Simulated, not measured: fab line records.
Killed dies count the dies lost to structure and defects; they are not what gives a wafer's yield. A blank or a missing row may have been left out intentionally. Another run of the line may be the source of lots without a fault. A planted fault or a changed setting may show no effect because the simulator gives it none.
Which tool was responsible? | flow n5_finfet | 40 wafers from 14 lots sampled at 2 of the route's 1938 steps

## WHAT THE GAUGES SHOWED, per wafer
N5_SD_EPI_P_EPI_MEAS_23.
lot  | measured    | on            | thk_nm (nm)
L702 | day 3 10:57 | film_metro-02 | 62.7 58.8 60.5
L703 | day 3 14:32 | film_metro-01 | 59.1 60.8 60.0
L704 | day 3 20:38 | film_metro-02 | 61.7 62.0 61.4
L706 | day 4 14:56 | film_metro-02 | 62.0 58.4 58.6
L707 | day 4 16:05 | film_metro-01 | 59.6 60.6 58.4
L708 | day 4 21:25 | film_metro-02 | 57.9 59.3
L710 | day 5 09:32 | film_metro-01 | 62.1 63.3 59.2
L711 | day 5 15:53 | film_metro-02 | 60.2 63.0 61.0
L712 | day 6 01:15 | film_metro-01 | 60.9 59.2 61.7
L713 | day 6 06:41 | film_metro-02 | 59.2 59.7 62.1
L715 | day 6 16:01 | film_metro-01 | 62.1 62.3 63.5
L718 | day 7 17:54 | film_metro-01 | 63.0 63.7
L723 | day 8 15:18 | film_metro-02 | 62.9 61.7 60.8
L724 | day 8 22:46 | film_metro-02 | 61.2 62.1 61.2

N5_ILD0_THK_MEAS_04.
lot  | measured    | on            | thk_nm (nm)
L702 | day 3 14:51 | film_metro-02 | 196.3 195.4 197.9
L703 | day 3 18:10 | film_metro-02 | 198.0 197.2 199.0
L704 | day 4 00:15 | film_metro-01 | 197.9 198.0 197.9
L706 | day 4 18:35 | film_metro-02 | 196.0 197.5 196.0
L707 | day 4 19:57 | film_metro-01 | 196.3 196.0 197.2
L708 | day 5 01:10 | film_metro-01 | 196.5 197.1
L710 | day 5 13:20 | film_metro-02 | 197.6 196.5 195.9
L711 | day 5 20:00 | film_metro-02 | 196.2 197.7 195.5
L712 | day 6 05:15 | film_metro-01 | 196.6 195.3 197.3
L713 | day 6 10:18 | film_metro-02 | 196.7 194.6 197.2
L715 | day 6 20:04 | film_metro-01 | 196.3 195.3 195.9
L718 | day 7 21:41 | film_metro-02 | 196.6 197.9
L723 | day 8 19:04 | film_metro-02 | 197.7 197.3 197.1
L724 | day 9 02:24 | film_metro-01 | 196.5 195.3 196.2

## WHAT TOOL EACH LOT RAN ON (gives the tool, then ch and the chambers of the sampled wafers, and finally the start)
No process step before these readings appears in the record.

## AS READ BY THE TOOLS THEMSELVES (means over the sampled wafers that have a number; for cases with no such wafer, the mark the record gives instead)
The record holds no such reading with a usual standard deviation.

## THE ANSWER, worked out from the rows above alone
Rule: what is usual is taken from the lots themselves. The widest of any qualifying gaps counts: lots, ordered by their means at a reading, are off when they make up no more than a third of the lots, leave a main group of 4 or more, and stand apart from it by 3 or more times the standard deviation of that group's means. A main group is skipped when, at the precision printed for the reading in the tables above, its means are all equal. Also off: a lot with no number at a reading for which 4 or more lots have one. All remaining lots with rows at the step are treated as sound. The gauges are gone through in route order, then the tools' own readings, and for those a lot's mean is taken as printed above. At the first step where some lot is off, the reading lying furthest off is the one used; lots without a number count as furthest.
No lot is off at any reading shown: from this, nothing can be told.

## WHAT HAD BEEN PUT IN BY THE SIMULATOR
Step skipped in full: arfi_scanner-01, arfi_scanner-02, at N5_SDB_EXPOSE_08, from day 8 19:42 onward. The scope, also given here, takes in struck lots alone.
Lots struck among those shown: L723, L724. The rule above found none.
